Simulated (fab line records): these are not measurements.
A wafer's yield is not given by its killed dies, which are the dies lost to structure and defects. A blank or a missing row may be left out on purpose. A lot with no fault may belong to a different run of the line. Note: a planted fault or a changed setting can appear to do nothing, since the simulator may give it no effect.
Problem report in the 8D (eight disciplines) form, filled by code -- flow n5Finfet -- the parts of the form that need people (team, actions taken, sign-off) are left out

1. THE PROBLEM
At N5_PASSIVATION_CD_MEAS_30, cdNm averages 4025.0 nm over 3 wafers from 3 lots, while fault-free wafers read 3999.9 nm, standard deviation 1.5. Relative to the usual mean, that is a shift of +17 standard deviations.
The step: target cd 4000 nm.
Seen first at day 17 08:39 on cdSem-02, wafer L384.5. The record has a number at this step for 34 wafers belonging to 12 lots. Rule for "out" (also "out of limits"): further than 4 standard deviations from the usual mean. All remaining wafers that have a number are taken as sound.

2. WHAT THIS IS AND IS NOT
question,is,is not
which readings at this step,cdNm,-
which lots,"L383, L384, L390","L371, L372, L374, L377, L378, L379, L380, L381, L392"
which wafers of those lots,"L383.6, L384.5, L390.6","L383.3, L384.3, L390.3, L390.4"
read on which gauges,"cdSem-02, cdSem-03",-
when,from day 17 08:39,"up to then (25 sound wafers); but 6 sound wafers of L383, L390, L392 came after"

3. WHAT RULES OUT EACH SUSPECT
Counting: a tool at a process step up to the reading stays a suspect if it ran every lot that is out. Sound lots after the first of them don't rule it out here, since some wafers of a struck lot are sound.
- the gauge at N5_PASSIVATION_CD_MEAS_30 is ruled out. 2 gauges (cdSem-02, cdSem-03) read the wafers that are out.
- krfScanner-02 at N5_PASSIVATION_EXPOSE_27 (exposes mask PAD, defocus 0 nm): kept. Ran every lot that is out, first one L384 (day 17 08:29); last sound lot up to then L380 (day 16 17:23).
Remaining after the count: krfScanner-02 at N5_PASSIVATION_EXPOSE_27.

4. THE CAUSE (what the simulator had put in)
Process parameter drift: krfScanner-02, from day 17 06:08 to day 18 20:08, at N5_PASSIVATION_EXPOSE_27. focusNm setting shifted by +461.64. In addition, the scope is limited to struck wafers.
After counting, this tool was the only one left.

5. THE CHAIN OF EFFECTS, in route order
One row per reading whose mean, taken over the struck wafers that have a number, lies over 3 standard deviations from the usual. Only readings for which the record gives a usual standard deviation are gone through. hours: the time from each lot's start at the first step in this table that gives one to its start at this step, as a median over the lots. sigmas: the change in usual standard deviations.
hours,step,reading,usual,on struck wafers,change,sigmas
0,N5_PASSIVATION_CD_MEAS_30,cdNm,3999.9 nm,4025.0,+25.1,+17

6. HOW IT WOULD HAVE BEEN CAUGHT EARLIER
In this record the first reading out of limits at a measuring or inspecting step was taken at day 17 08:39, 3 hours after the fault began at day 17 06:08.
An alarm limit of 4 standard deviations would not have fired on the tool readings at N5_PASSIVATION_EXPOSE_27 for which the record gives a usual standard deviation, since none of them was out on any struck wafer.
Lots out: 3; of these, L383, L390 started N5_PASSIVATION_EXPOSE_27 on krfScanner-02 after day 17 08:39. A hold on the tool at that time would have spared those 2.
